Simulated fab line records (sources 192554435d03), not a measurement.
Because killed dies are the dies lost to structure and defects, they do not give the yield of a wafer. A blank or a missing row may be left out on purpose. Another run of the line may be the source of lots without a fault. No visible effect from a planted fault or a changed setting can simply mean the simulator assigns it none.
fab line records	flow n5Finfet
record lots=9	wafers=27	lastDay=18
route steps=1938 shown ZERO_LAYER@16 PMOS_HMC_CHANNEL_EPI@69 BEOL_M4@1111
lots with no fault: from the same line, run without faults
startH: start of the lot's first displayed wafer, in hours after the record's first day	waitH: time in hours since the lot's previous step	" as in the row above	L1.1+2: several wafers, shown together as one row	- value missing, or start not given	* or withheld: withheld	< > ~ a bound
route shown NAME@n: a module of which the file shows steps, and the number in the route of the first	usual: the fault-free wafers' mean and standard deviation	same: alike in all rows	chamber/n: place in a boat	sites: per-site readings	_std_site: standard deviation across them	_edge_site: inner sites' mean taken away from outer sites' mean	radiusMm: for every site, how far away it sits from the centre of the wafer	mask NAME#n: copy n	behind: the last tool/chamber to shape the wafer	hold: the reason the lot was held/the length of the hold in hours/how it ended	device: transistor that didn't switch, given as n, p or np	end of line: the same wafers' tests at the end of the route	for a step that has no rows: nothing shown but its recipe	killed: dies lost to structure and defects at the first sort, not the wafer's yield	map: a wafer's dies, marking killed ones x, the rest . and places with no die _
set.NAME: the setting as run; set.NAME@STEP: as run at that earlier step	model.NAME: the simulator's own value behind a step, which no gauge read
route steps across a sampled set of lots; one table per step, one row per wafer
services: the hour from which a tool's chamber was out of use, counted from the record's first day as startH (under 0 if before that day), plus the number of hours and why
## steps
# step N5_ZERO_LAYER_ETCH_18
# recipe chemistry=HBr/Cl2	target=Si	targetDepthA=1200	timeS=40	pressureMtorr=10	icpW=800	biasW=75	HBr_flow_sccm=150	Cl2_flow_sccm=80
# usual drypumpMotorCurrentA=5.6/0.46	oesProductAu=0.994/0.0094	rfFwdPowerW=796.3/2.4	throttleValvePct=36.2/0.43
lot.wafer	tool	chamber	startH	waitH	drypumpMotorCurrentA	oesProductAu	rfFwdPowerW	rfHoursCounterH	throttleValvePct
L767.3	rieSi-06	0	12.94	0.0	4.8	0.993	796.0	24	35.8
L767.5	"	0	"	"	4.8	0.988	799.9	-	35.8
L767.6	"	1	"	"	5.8	0.999	798.8	-	35.8
L768.2	rieSi-06	3	18.79	0.0	6.0	0.996	796.7	71	36.4
L768.4	"	0	"	"	4.8	0.984	798.2	24	35.8
L768.6	"	0	"	"	4.8	0.984	800.1	-	35.8
L778.1	rieSi-06	3	78.92	0.0	6.0	1.002	604.9	72	36.4
L778.2	"	2	"	"	5.5	0.985	601.9	55	36.7
L778.5	"	1	"	"	5.8	0.996	605.2	-	35.8
L779.2	rieSi-06	0	84.89	0.0	4.8	0.987	606.8	26	35.8
L779.3	"	2	"	"	5.5	0.983	605.3	55	36.7
L779.5	"	2	"	"	5.5	0.980	603.2	-	36.7
L781.2	rieSi-01	0	97.55	0.0	6.1	0.987	795.9	37	36.4
L781.4	"	3	"	"	5.3	0.983	793.3	60	36.4
L781.5	"	0	"	"	6.1	0.981	796.4	-	36.4
L782.1	rieSi-01	1	102.79	0.0	6.3	1.001	793.9	1	35.7
L782.5	"	2	"	"	5.4	0.992	799.1	-	35.6
L782.6	"	1	"	"	6.3	0.993	791.8	-	35.7
L787.2	rieSi-04	1	132.87	0.0	5.5	0.989	793.2	109	36.3
L787.4	"	0	"	"	5.6	0.996	797.2	125	36.6
L787.5	"	1	"	"	5.5	0.990	796.1	-	36.3
L789.1	rieSi-04	0	144.79	0.0	5.6	0.996	798.2	125	36.6
L789.4	"	2	"	"	6.5	1.006	794.3	10	35.2
L789.5	"	3	"	"	5.6	0.982	795.7	-	36.7
L790.1	rieSi-01	3	152.35	1.2	5.3	0.993	798.5	61	36.4
L790.5	"	0	"	"	6.1	0.990	797.3	-	36.3
L790.6	"	3	"	"	5.3	0.985	796.5	-	36.4
# step N5_PMOS_HMC_CHANNEL_EPI_ETCH_32
# recipe chemistry=N2/H2	target=BARC	stopOn=SiO2	targetDepthA=858	overEtchFrac=0.3	timeS=50.3	ionEnergyEv=200	maskMaterial=CAR-ArF-block	pressureMtorr=30	sourceW=840	biasW=150	n2FlowSccm=200	h2FlowSccm=200
# usual drypumpMotorCurrentA=5.7/0.49	h2FlowSccm=199.9/0.57	oesProductAu=0.65/0.058	rfFwdPowerW=831.6/2.8	rfVppV=524.1/2.6	showerheadPlenumPTorr=2.54/0.086	throttleValvePct=17.92/0.26
lot.wafer	tool	chamber	startH	waitH	drypumpMotorCurrentA	h2FlowSccm	oesProductAu	rfFwdPowerW	rfHoursCounterH	rfVppV	showerheadPlenumPTorr	throttleValvePct
L767.3	rieDiel-02	1	17.89	0.0	6.3	200.2	0.66	833.6	148	522.7	2.55	17.82
L767.5	"	1	"	"	6.2	199.5	0.65	834.8	-	523.9	2.55	17.84
L767.6	"	2	"	"	5.6	199.9	0.64	833.7	-	520.4	2.43	17.78
L768.2	rieDiel-03	1	23.26	0.0	5.7	200.1	0.67	829.0	135	521.9	2.46	18.16
L768.4	"	0	"	"	5.6	200.5	0.66	831.3	168	527.1	2.64	18.20
L768.6	"	2	"	"	5.3	200.2	0.63	829.0	-	526.5	2.62	17.89
L778.1	rieDiel-02	3	84.33	0.0	5.5	199.1	0.80	827.9	16	528.5	2.67	17.40
L778.2	"	2	"	"	5.6	199.4	0.63	829.3	190	520.4	2.42	17.83
L778.5	"	3	"	"	5.5	199.3	0.80	833.1	-	528.5	2.67	17.41
L779.2	rieDiel-03	2	89.59	0.0	5.3	200.2	0.61	835.5	202	525.7	2.61	17.94
L779.3	"	0	"	"	5.7	200.1	0.63	833.5	194	525.8	2.63	18.23
L779.5	"	2	"	"	5.3	199.3	0.61	830.8	-	527.1	2.60	17.94
L781.2	rieDiel-01	0	102.50	0.0	5.6	199.7	0.81	833.3	6	526.1	2.59	17.43
L781.4	"	3	"	"	6.6	200.2	0.63	834.2	148	525.8	2.66	18.17
L781.5	"	0	"	"	5.6	199.5	0.81	835.9	-	525.6	2.59	17.43
L782.1	rieDiel-01	1	107.35	0.0	6.6	199.0	0.61	825.4	205	520.0	2.41	17.56
L782.5	"	3	"	"	6.6	199.7	0.63	828.4	-	527.5	2.66	18.18
L782.6	"	0	"	"	5.5	200.1	0.80	837.1	-	526.0	2.59	17.44
L787.2	rieDiel-02	0	137.24	0.0	5.2	200.8	0.74	832.7	24	523.2	2.49	17.73
L787.4	"	2	"	"	5.6	199.8	0.62	833.6	206	519.7	2.41	17.87
L787.5	"	3	"	"	5.5	201.3	0.77	836.0	-	528.9	2.67	17.45
L789.1	rieDiel-02	3	149.30	0.0	5.5	200.8	0.76	830.9	37	527.5	2.66	17.46
L789.4	"	1	"	"	6.3	199.8	0.63	830.9	184	522.9	2.54	17.90
L789.5	"	2	"	"	5.6	199.6	0.62	831.5	-	520.0	2.41	17.87
L790.1	rieDiel-02	0	156.64	0.0	5.3	200.4	0.74	834.7	30	522.9	2.49	17.75
L790.5	"	2	"	"	5.6	199.9	0.62	830.2	-	519.5	2.41	17.87
L790.6	"	1	"	"	6.3	199.7	0.63	834.4	-	524.0	2.53	17.90
# step N5_PMOS_HMC_CHANNEL_EPI_STRIP_33
# recipe chemistry=N2/H2	powerW=500	tempC=40	pressureMtorr=50	rfFrequencyHz=6e+07	overashFraction=0.3	biasPowerW=8	h2Frac=0.5	n2FlowSccm=300	h2FlowSccm=300
# usual drypumpMotorCurrentA=5.7/0.49	h2FlowSccm=300.0/0.86	oesProductAu=0.77/0.07	rfVppV=54.0/1.7	showerheadPlenumPTorr=3.36/0.11	throttleValvePct=18.9/0.32
lot.wafer	tool	chamber	startH	waitH	drypumpMotorCurrentA	h2FlowSccm	oesProductAu	rfHoursCounterH	rfVppV	showerheadPlenumPTorr	throttleValvePct
L767.3	rieDiel-02	1	17.99	0.0	6.2	299.8	0.76	148	55.2	3.37	19.1
L767.5	"	1	"	"	6.3	300.0	0.76	-	53.3	3.37	19.2
L767.6	"	2	"	"	5.6	300.9	0.77	-	52.2	3.21	18.8
L768.2	rieDiel-03	1	23.35	0.0	5.7	300.7	0.80	135	51.4	3.26	19.3
L768.4	"	0	"	"	5.6	300.3	0.76	168	55.7	3.48	19.1
L768.6	"	2	"	"	5.3	302.3	0.75	-	54.4	3.45	18.7
L778.1	rieDiel-02	3	84.42	0.0	5.6	300.5	0.94	16	54.7	3.53	18.6
L778.2	"	2	"	"	5.6	301.1	0.74	190	52.6	3.20	18.9
L778.5	"	3	"	"	5.5	300.0	0.93	-	53.9	3.53	18.6
L779.2	rieDiel-03	2	89.68	0.0	5.3	299.4	0.72	202	53.3	3.44	18.8
L779.3	"	0	"	"	5.7	301.2	0.74	194	52.6	3.47	19.1
L779.5	"	2	"	"	5.3	300.5	0.72	-	54.8	3.44	18.7
L781.2	rieDiel-01	0	102.59	0.0	5.5	298.9	0.96	6	54.4	3.42	18.3
L781.4	"	3	"	"	6.6	299.8	0.75	148	55.7	3.51	19.6
L781.5	"	0	"	"	5.5	298.9	0.96	-	55.8	3.42	18.3
L782.1	rieDiel-01	1	107.45	0.0	6.6	299.2	0.69	205	49.9	3.19	18.5
L782.5	"	3	"	"	6.6	301.0	0.75	-	53.9	3.51	19.5
L782.6	"	0	"	"	5.6	300.0	0.93	-	52.9	3.42	18.3
L787.2	rieDiel-02	0	137.34	0.0	5.3	300.2	0.88	24	52.8	3.29	18.8
L787.4	"	2	"	"	5.6	301.9	0.72	206	55.4	3.19	18.9
L787.5	"	3	"	"	5.5	299.2	0.90	-	53.1	3.52	18.6
L789.1	rieDiel-02	3	149.40	0.0	5.5	300.8	0.89	37	55.7	3.51	18.6
L789.4	"	1	"	"	6.2	299.3	0.74	184	55.1	3.35	19.2
L789.5	"	2	"	"	5.6	298.6	0.73	-	51.5	3.19	18.9
L790.1	rieDiel-02	0	156.73	0.0	5.3	300.3	0.86	30	56.5	3.29	18.8
L790.5	"	2	"	"	5.6	299.2	0.72	-	52.1	3.19	18.9
L790.6	"	1	"	"	6.2	299.0	0.74	-	56.0	3.35	19.2
# step N5_PMOS_HMC_CHANNEL_EPI_INSPECT_30
# recipe inspectInstrument=darkfield	mode=postEpi
# usual rawDefectCount=20/6.7
lot.wafer	tool	chamber	startH	waitH	rawDefectCount
L767.3	defectInspect-02	-	20.70	0.0	14
L767.5	"	-	"	"	14
L767.6	"	-	"	"	16
L768.2	defectInspect-02	-	26.89	0.0	23
L768.4	"	-	"	"	24
L768.6	"	-	"	"	11
L778.1	defectInspect-01	-	87.43	0.0	17
L778.2	"	-	"	"	9
L778.5	"	-	"	"	17
L779.2	defectInspect-01	-	92.41	0.0	23
L779.3	"	-	"	"	12
L779.5	"	-	"	"	30
L781.2	defectInspect-02	-	105.70	0.0	20
L781.4	"	-	"	"	26
L781.5	"	-	"	"	12
L782.1	defectInspect-02	-	110.45	0.0	12
L782.5	"	-	"	"	17
L782.6	"	-	"	"	33
L787.2	defectInspect-02	-	140.06	0.0	16
L787.4	"	-	"	"	21
L787.5	"	-	"	"	19
L789.1	defectInspect-01	-	152.13	0.0	22
L789.4	"	-	"	"	25
L789.5	"	-	"	"	30
L790.1	defectInspect-02	-	159.74	0.0	16
L790.5	"	-	"	"	17
L790.6	"	-	"	"	19
# step N5_BEOL_M4_RC_MEAS_101
# usual DIBL_N=36.0/2.5	DIBL_P=36.7/3	IOFF_N=0.16/0.043	IOFF_P=0.21/0.049	ION_N=673/15	ION_P=461/9.8	SS_N=71.5/0.83	SS_P=73.4/0.83	VT_N=250/4	VT_P=-251/4
lot.wafer	tool	chamber	startH	waitH	DIBL_N[mV/V]	DIBL_P[mV/V]	IOFF_N[nA/um]	IOFF_P[nA/um]	ION_N[uA/um]	ION_P[uA/um]	SS_N[mV/dec]	SS_P[mV/dec]	VT_N[mV]	VT_P[mV]
L768.2	prober-02	0	160.81	0.2	41.7	41.5	0.27	0.30	687	465	73.2	75.1	244	-247
L768.4	"	0	"	"	36.4	34.4	0.14	0.17	663	449	71.2	73.3	255	-257
L768.6	"	0	"	"	36.7	34.5	0.15	0.18	664	449	71.7	74.0	255	-255
L767.3	prober-01	0	161.37	0.3	32.1	33.7	0.12	0.18	657	456	70.5	72.6	254	-254
L767.5	"	0	"	"	33.0	33.8	0.14	0.18	671	459	71.7	72.8	254	-254
L767.6	"	0	"	"	31.8	33.3	0.12	0.17	663	459	70.7	72.1	252	-250
L779.2	prober-02	0	237.25	0.2	34.1	31.5	0.12	0.19	685	473	70.1	72.6	253	-250
L779.3	"	0	"	"	34.7	31.4	0.11	0.18	651	455	71.0	72.2	256	-248
L779.5	"	0	"	"	35.0	31.5	0.13	0.20	662	466	70.8	72.7	253	-248
L778.1	prober-02	0	242.03	0.0	39.5	40.3	0.23	0.28	685	460	72.8	74.4	245	-247
L778.2	"	0	"	"	35.1	34.3	0.14	0.19	686	473	70.6	73.1	252	-254
L778.5	"	0	"	"	37.1	36.4	0.19	0.21	678	457	71.6	73.3	247	-253
L781.2	prober-01	0	243.50	0.2	41.8	41.4	0.27	0.32	684	462	73.2	74.9	247	-244
L781.4	"	0	"	"	34.5	32.9	0.13	0.18	668	462	70.4	72.5	251	-251
L781.5	"	0	"	"	35.7	33.3	0.13	0.18	650	447	71.9	73.4	256	-251
L782.1	prober-01	0	266.62	0.0	34.7	34.9	0.14	0.19	677	466	70.6	73.5	251	-250
L782.5	"	0	"	"	38.4	39.5	0.21	0.27	684	469	72.1	74.4	246	-248
L782.6	"	0	"	"	35.1	35.9	0.15	0.21	670	459	71.5	72.9	252	-253
L787.2	prober-01	0	296.14	0.2	37.2	38.7	0.19	0.26	677	464	71.9	73.6	248	-248
L787.4	"	0	"	"	33.4	33.9	0.13	0.19	662	463	70.9	72.9	253	-250
L787.5	"	0	"	"	34.2	34.3	0.15	0.20	682	472	71.5	72.6	246	-249
L789.1	prober-01	0	319.88	0.0	36.6	39.2	0.19	0.24	694	479	70.8	73.8	242	-249
L789.4	"	0	"	"	35.8	38.0	0.16	0.21	684	469	71.7	73.5	248	-251
L789.5	"	0	"	"	35.0	36.9	0.14	0.20	669	461	71.0	73.1	252	-250
L790.1	prober-01	0	325.33	0.0	35.6	36.6	0.14	0.17	672	454	71.1	72.9	252	-256
L790.5	"	0	"	"	37.2	38.3	0.17	0.19	683	463	71.8	73.6	251	-254
L790.6	"	0	"	"	35.3	36.1	0.13	0.16	650	445	70.9	73.2	254	-258
## services
tool	chamber	startH	hours	kind
rieSi-01	1	-7.04	21.6	repair
rieDiel-01	-	-5.46	2.8	pm
rieDiel-02	3	-1.86	-	clean
rieDiel-02	3	-1.86	-	consumableReplace:esc
rieDiel-02	3	-1.86	-	consumableReplace:focusRing
rieDiel-02	3	-1.86	-	consumableReplace:showerhead
rieDiel-02	3	-1.86	26.0	scheduledDown
rieDiel-02	3	-1.86	26.0	ventCycle
rieSi-06	2	6.75	6.4	repair
rieDiel-02	1	21.67	6.5	repair
rieDiel-02	0	28.19	-	clean
rieDiel-02	0	28.19	-	consumableReplace:focusRing
rieDiel-02	0	28.19	17.2	scheduledDown
rieDiel-02	0	28.19	17.2	ventCycle
rieDiel-02	-	46.21	15.6	pm
rieDiel-03	3	48.58	9.8	repair
rieDiel-01	3	50.91	4.7	repair
rieDiel-01	0	55.60	-	clean
rieDiel-01	0	55.60	-	consumableReplace:focusRing
rieSi-01	1	56.45	16.6	repair
rieDiel-03	1	76.00	12.8	repair
rieSi-04	-	86.87	0.8	repair
rieDiel-01	-	94.55	4.1	repair
rieSi-06	-	153.09	4.3	pm
## key
firstSign step=N5_ZERO_LAYER_ETCH_18	reading=rfFwdPowerW	direction=down	sigmas=81	usual=*	struck=*
effect none on later readings
metAt N5_ZERO_LAYER_ETCH_18
struckLots L778,L779
notActingAt N5_PMOS_HMC_CHANNEL_EPI_ETCH_32,N5_PMOS_HMC_CHANNEL_EPI_STRIP_33,N5_PMOS_HMC_CHANNEL_EPI_INSPECT_30
onsetBetween 18.79 78.92
fault kind=processParameterDrift	tool=rieSi-06	chamber=-	onsetH=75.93	steps=N5_ZERO_LAYER_ETCH_18	channel=icpW	offset=-192	shape=step	endH=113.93	actsIn=theseRecipesOnly	stated=800
